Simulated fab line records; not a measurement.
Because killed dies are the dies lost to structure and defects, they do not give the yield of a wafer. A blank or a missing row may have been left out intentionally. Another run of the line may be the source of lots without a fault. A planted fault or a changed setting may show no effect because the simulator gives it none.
Matching of chambers | flow nand harc | rie diel-03 running NHARC_A_STAIRCASE_STRIP_476: 4 sister chambers
The step strips in O2, time 20 s. 16 wafers are shown with their chamber, then 8 later ones without.

WAFERS, EACH WITH ITS CHAMBER
wafer  | chamber | showerhead plenum p Torr (Torr) | drypump motor current A (A) | oes product au (a.u.)
L076.1 | 0       | 3.39                            | 6.1                         | 0.998
L076.3 | 3       | 3.41                            | 5.9                         | 0.979
L076.4 | 1       | 3.59                            | 5.6                         | 1.005
L077.2 | 2       | 3.59                            | 6.0                         | 1.015
L077.4 | 3       | 3.41                            | 5.8                         | 0.990
L077.6 | 0       | 3.39                            | 6.1                         | 1.002
L079.1 | 1       | 3.59                            | 5.6                         | 1.002
L079.2 | 3       | 3.41                            | 5.9                         | 0.987
L079.6 | 3       | 3.41                            | 5.8                         | 0.993
L080.1 | 2       | 3.59                            | 6.1                         | 1.010
L080.2 | 3       | 3.41                            | 5.8                         | 0.991
L080.3 | 0       | 3.39                            | 6.1                         | 0.995
L081.1 | 2       | 3.59                            | 6.1                         | 1.007
L081.3 | 0       | 3.39                            | 6.1                         | 1.008
L081.5 | 2       | 3.59                            | 6.1                         | 1.004
L085.2 | 3       | 3.40                            | 5.9                         | 0.995

SIGNATURES, as means of the wafers listed above
reading                  | chamber 0 | chamber 1 | chamber 2 | chamber 3 | scatter within a chamber
showerhead plenum p Torr | 3.3900    | 3.5900    | 3.5900    | 3.4083    | 0.00264
drypump motor current A  | 6.100     | 5.600     | 6.075     | 5.850     | 0.0433
oes product au           | 1.00075   | 1.00350   | 1.00900   | 0.98917   | 0.00521
Rule: for each reading, subtract the chamber's mean from the wafer's reading, divide by that reading's scatter and square the result; add these up over the readings and take the root, which gives the wafer's distance from the chamber. If the next closest chamber is less than 2 further off than the closest, the wafer can't be placed; otherwise it belongs to the closest. The scatter is the square root of a quotient: the sum, over the shown wafers, of each reading's squared deviation from its chamber's mean, divided by wafers minus chambers.

WAFERS WITH NO CHAMBER GIVEN
wafer  | showerhead plenum p Torr (Torr) | drypump motor current A (A) | oes product au (a.u.)
L085.3 | 3.40                            | 5.9                         | 0.992
L085.6 | 3.40                            | 5.9                         | 0.988
L086.1 | 3.38                            | 6.1                         | 0.988
L086.4 | 3.58                            | 5.6                         | 1.005
L086.6 | 3.58                            | 6.0                         | 0.997
L090.3 | 3.37                            | 6.1                         | 0.988
L090.4 | 3.57                            | 5.6                         | 0.994
L090.5 | 3.57                            | 6.1                         | 0.993

CHAMBER TAKEN BY EACH
wafer  | from the rows above | in truth
L085.3 | 3                   | 3
L085.6 | 3                   | 3
L086.1 | 0                   | 0
L086.4 | 1                   | 1
L086.6 | 2                   | 2
L090.3 | 0                   | 0
L090.4 | 1                   | 1
L090.5 | 2                   | 2
8 of 8 placed correctly. Left unplaced by these rows: 0. 0 placed wrongly.
